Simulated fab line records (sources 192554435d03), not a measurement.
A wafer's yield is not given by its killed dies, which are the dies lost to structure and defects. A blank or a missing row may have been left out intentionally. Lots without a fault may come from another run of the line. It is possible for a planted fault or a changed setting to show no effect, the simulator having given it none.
Split-lot trial / flow n5_finfet / 21 wafers read across 7 lots, on a route 1938 steps long

== SPLIT DETAILS ==
At N5_BEOL_M8_PECVD_70 (deposits SiO2 from TEOS/O2, target thk 20 nm, time 22.7 s), the setting temp_c was moved away from the recipe's 400 C on 7 of the 21 wafers read, by -3.6% to +3.0%. The other wafers ran this setting at the recipe's value.

== FROM THE SPLIT TO THE READING: what the file shows between them, 3 steps ==
- N5_BEOL_M8_HM_DEP_02: deposits TiN, target thk 20 nm
- N5_BEOL_M8_COAT_59: time 60 s, resist thk 100 nm
- N5_BEOL_M8_STRIP_80: strips in N2/H2, time 10 s

== THE READING ==
SiO2_of_BEOL_M8_PECVD_70.thk_nm (the simulator's own value, which no gauge read), in nm, at N5_BEOL_M8_HM_STRIP_39 (strips TiN in peroxide tin strip, target depth 25 nm, time 158 s). No usual value for it is given in the file. The 14 wafers here that ran the recipe average 19.9 nm, standard deviation 0.32 nm.

wafer=L077.2; tool, chamber at the split=pecvd-03, 2; temp_c as run, C=400; against the recipe=recipe; SiO2_of_BEOL_M8_PECVD_70.thk_nm, nm=19.4; against lot-mates on the recipe=-
wafer=L077.4; tool, chamber at the split=pecvd-03, 0; temp_c as run, C=411.9; against the recipe=+3.0%; SiO2_of_BEOL_M8_PECVD_70.thk_nm, nm=18.8; against lot-mates on the recipe=-0.9
wafer=L077.5; tool, chamber at the split=pecvd-03, 2; temp_c as run, C=400; against the recipe=recipe; SiO2_of_BEOL_M8_PECVD_70.thk_nm, nm=20; against lot-mates on the recipe=-
wafer=L079.2; tool, chamber at the split=pecvd-03, 2; temp_c as run, C=400; against the recipe=recipe; SiO2_of_BEOL_M8_PECVD_70.thk_nm, nm=19.6; against lot-mates on the recipe=-
wafer=L079.3; tool, chamber at the split=pecvd-03, 0; temp_c as run, C=400; against the recipe=recipe; SiO2_of_BEOL_M8_PECVD_70.thk_nm, nm=20; against lot-mates on the recipe=-
wafer=L079.6; tool, chamber at the split=pecvd-03, 0; temp_c as run, C=408.3; against the recipe=+2.1%; SiO2_of_BEOL_M8_PECVD_70.thk_nm, nm=19.2; against lot-mates on the recipe=-0.6
wafer=L078.1; tool, chamber at the split=pecvd-03, 0,1; temp_c as run, C=400; against the recipe=recipe; SiO2_of_BEOL_M8_PECVD_70.thk_nm, nm=19.6; against lot-mates on the recipe=-
wafer=L078.2; tool, chamber at the split=pecvd-03, 2; temp_c as run, C=400; against the recipe=recipe; SiO2_of_BEOL_M8_PECVD_70.thk_nm, nm=19.4; against lot-mates on the recipe=-
wafer=L078.3; tool, chamber at the split=pecvd-03, 0,1; temp_c as run, C=400; against the recipe=recipe; SiO2_of_BEOL_M8_PECVD_70.thk_nm, nm=19.4; against lot-mates on the recipe=-
wafer=L081.3; tool, chamber at the split=pecvd-02, 2; temp_c as run, C=386; against the recipe=-3.5%; SiO2_of_BEOL_M8_PECVD_70.thk_nm, nm=21.4; against lot-mates on the recipe=+1.4
wafer=L081.5; tool, chamber at the split=pecvd-02, 2; temp_c as run, C=400; against the recipe=recipe; SiO2_of_BEOL_M8_PECVD_70.thk_nm, nm=20; against lot-mates on the recipe=-
wafer=L081.6; tool, chamber at the split=pecvd-02, 0; temp_c as run, C=386; against the recipe=-3.5%; SiO2_of_BEOL_M8_PECVD_70.thk_nm, nm=22.2; against lot-mates on the recipe=+2.2
wafer=L093.1; tool, chamber at the split=pecvd-04, 0; temp_c as run, C=385.7; against the recipe=-3.6%; SiO2_of_BEOL_M8_PECVD_70.thk_nm, nm=21.6; against lot-mates on the recipe=+1.6
wafer=L093.3; tool, chamber at the split=pecvd-04, 1; temp_c as run, C=400; against the recipe=recipe; SiO2_of_BEOL_M8_PECVD_70.thk_nm, nm=19.8; against lot-mates on the recipe=-
wafer=L093.5; tool, chamber at the split=pecvd-04, 1; temp_c as run, C=400; against the recipe=recipe; SiO2_of_BEOL_M8_PECVD_70.thk_nm, nm=20.2; against lot-mates on the recipe=-
wafer=L096.1; tool, chamber at the split=pecvd-02, 0; temp_c as run, C=392.4; against the recipe=-1.9%; SiO2_of_BEOL_M8_PECVD_70.thk_nm, nm=21; against lot-mates on the recipe=+0.6
wafer=L096.2; tool, chamber at the split=pecvd-02, 1; temp_c as run, C=392.4; against the recipe=-1.9%; SiO2_of_BEOL_M8_PECVD_70.thk_nm, nm=20.8; against lot-mates on the recipe=+0.4
wafer=L096.5; tool, chamber at the split=pecvd-02, 1; temp_c as run, C=400; against the recipe=recipe; SiO2_of_BEOL_M8_PECVD_70.thk_nm, nm=20.4; against lot-mates on the recipe=-
wafer=L095.1; tool, chamber at the split=pecvd-02, 2; temp_c as run, C=400; against the recipe=recipe; SiO2_of_BEOL_M8_PECVD_70.thk_nm, nm=19.8; against lot-mates on the recipe=-
wafer=L095.2; tool, chamber at the split=pecvd-02, 1,2; temp_c as run, C=400; against the recipe=recipe; SiO2_of_BEOL_M8_PECVD_70.thk_nm, nm=20.2; against lot-mates on the recipe=-
wafer=L095.5; tool, chamber at the split=pecvd-02, 1,2; temp_c as run, C=400; against the recipe=recipe; SiO2_of_BEOL_M8_PECVD_70.thk_nm, nm=20.2; against lot-mates on the recipe=-
Rows listing several chambers each stand for several wafers; the file does not say which wafer went through which chamber.

FIT RESULTS
A straight line over all 21 wafers: SiO2_of_BEOL_M8_PECVD_70.thk_nm changes by -0.479 nm for each +1% of temp_c; r = -0.92; the points scatter about the line by 0.33 nm.
The same after taking each lot's own level away (the mean of its wafers on the recipe; 21 wafers): -0.412 nm for each +1%; r = -0.93; scatter 0.27 nm.
Per that fit: largest temp_c move, reading shift of 1.5 nm.
Measured against the standard deviation above, the lots' own levels, which go from 19.47 to 20.40 nm, span 2.9 times it.
So the lot-to-lot level changes the slope: the two fits differ.
Check: with one of the wafers moved furthest among these (-3.6%) left out of the fit, the line predicts +1.49 nm for it against its lot-mates. It came out at +1.6 nm against them.

== THE WHOLE CHAIN: every reading that the file lists as answering this split, in the file's order ==
step=N5_BEOL_M8_PECVD_70; what it does=deposits SiO2 from TEOS/O2, target thk 20 nm, time 22.7 s; reading=SiO2_of_BEOL_M8_PECVD_70.thk_nm (the simulator's own value, which no gauge read); change (the file's fit)=-0.423 nm for each +1% of the setting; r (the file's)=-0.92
step=N5_BEOL_M8_HM_STRIP_39; what it does=strips TiN in peroxide tin strip, target depth 25 nm, time 158 s; reading=SiO2_of_BEOL_M8_PECVD_70.thk_nm (the simulator's own value, which no gauge read); change (the file's fit)=-0.404 nm for each +1% of the setting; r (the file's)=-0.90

== FILE'S OWN FIT ==
SiO2_of_BEOL_M8_PECVD_70.thk_nm changes by -0.404 nm for each +1% of temp_c, r = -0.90.
